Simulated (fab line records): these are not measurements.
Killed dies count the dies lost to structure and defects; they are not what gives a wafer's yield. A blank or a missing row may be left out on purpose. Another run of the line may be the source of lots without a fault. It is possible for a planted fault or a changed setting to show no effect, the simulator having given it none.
Which tool is to blame? / flow n5Finfet / 9 lots, 27 wafers sampled, at 2 steps of a route of 1938

== WHAT THE GAUGES SHOWED, per wafer ==
N5_SD_EPI_N_EPI_MEAS_23.
lot=L133; measured=day 3 12:38; on=filmMetro-02; thkNm (nm)=60.2 59.3 59.7
lot=L137; measured=day 4 10:08; on=filmMetro-02; thkNm (nm)=56.8 56.9 58.9
lot=L142; measured=day 5 22:26; on=filmMetro-02; thkNm (nm)=53.1 52.5 54.1
lot=L143; measured=day 6 04:23; on=filmMetro-02; thkNm (nm)=54.9 54.0 54.0
lot=L145; measured=day 6 13:56; on=filmMetro-02; thkNm (nm)=59.2 59.8 59.4
lot=L148; measured=day 7 04:03; on=filmMetro-01; thkNm (nm)=60.8 58.7 59.0
lot=L151; measured=day 8 03:22; on=filmMetro-01; thkNm (nm)=58.5 57.7 56.8
lot=L153; measured=day 8 16:17; on=filmMetro-01; thkNm (nm)=59.1 58.2 58.6
lot=L155; measured=day 9 01:32; on=filmMetro-02; thkNm (nm)=57.5 59.2 58.4

== TOOL THAT RAN EACH LOT (tool first, then ch and the chambers of the sampled wafers, then the start) ==
lot=L133; N5_SD_EPI_N_EPI_21=epiRpcvd-02 ch 0, day 3 10:55
lot=L137; N5_SD_EPI_N_EPI_21=epiRpcvd-03 ch 0, day 4 08:26
lot=L142; N5_SD_EPI_N_EPI_21=epiRpcvd-02 ch 0, day 5 20:59
lot=L143; N5_SD_EPI_N_EPI_21=epiRpcvd-02 ch 0, day 6 02:56
lot=L145; N5_SD_EPI_N_EPI_21=epiRpcvd-03 ch 0, day 6 12:13
lot=L148; N5_SD_EPI_N_EPI_21=epiRpcvd-04 ch 0, day 7 02:01
lot=L151; N5_SD_EPI_N_EPI_21=epiRpcvd-03 ch 0, day 8 01:39
lot=L153; N5_SD_EPI_N_EPI_21=epiRpcvd-04 ch 0, day 8 14:23
lot=L155; N5_SD_EPI_N_EPI_21=epiRpcvd-03 ch 0, day 9 00:06
- N5_SD_EPI_N_EPI_21: deposits Si:P, time 690 s.

== THE ANSWER, worked out from the rows above alone ==
Rule: what is usual is taken from the lots themselves. The widest of any qualifying gaps counts: lots, ordered by their means at a reading, are off when they make up no more than a third of the lots, leave a main group of 4 or more, and stand apart from it by 3 or more times the standard deviation of that group's means. Not used: any main group whose means are identical at the precision the tables above print for the reading. Also off: a lot with no number at a reading for which 4 or more lots have one. The other lots that the step has rows for count as sound.
Off: L142, L143 (N5_SD_EPI_N_EPI_MEAS_23, thkNm). The main group has a mean of 58.7 nm with a standard deviation of 0.83.
If a tool, at a process step before that reading, ran all the lots that are off and no sound lot after the first of them, it fits. Those tools and the gauges at N5_SD_EPI_N_EPI_MEAS_23 are tried in the same way. One fits: epiRpcvd-02 at N5_SD_EPI_N_EPI_21. Its last sound lot is L133 (day 3 10:55), its first lot that is off L142 (day 5 20:59): a fault that began between those two fits.

== WHAT WAS PUT IN BY THE SIMULATOR ==
Site profile drift: epiRpcvd-02, from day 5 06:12 on, at N5_SD_EPI_N_EPI_21. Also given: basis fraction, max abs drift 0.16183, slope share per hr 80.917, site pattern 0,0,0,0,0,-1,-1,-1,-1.
Shown lots that were struck: L142, L143. This agrees with what the rule above found.
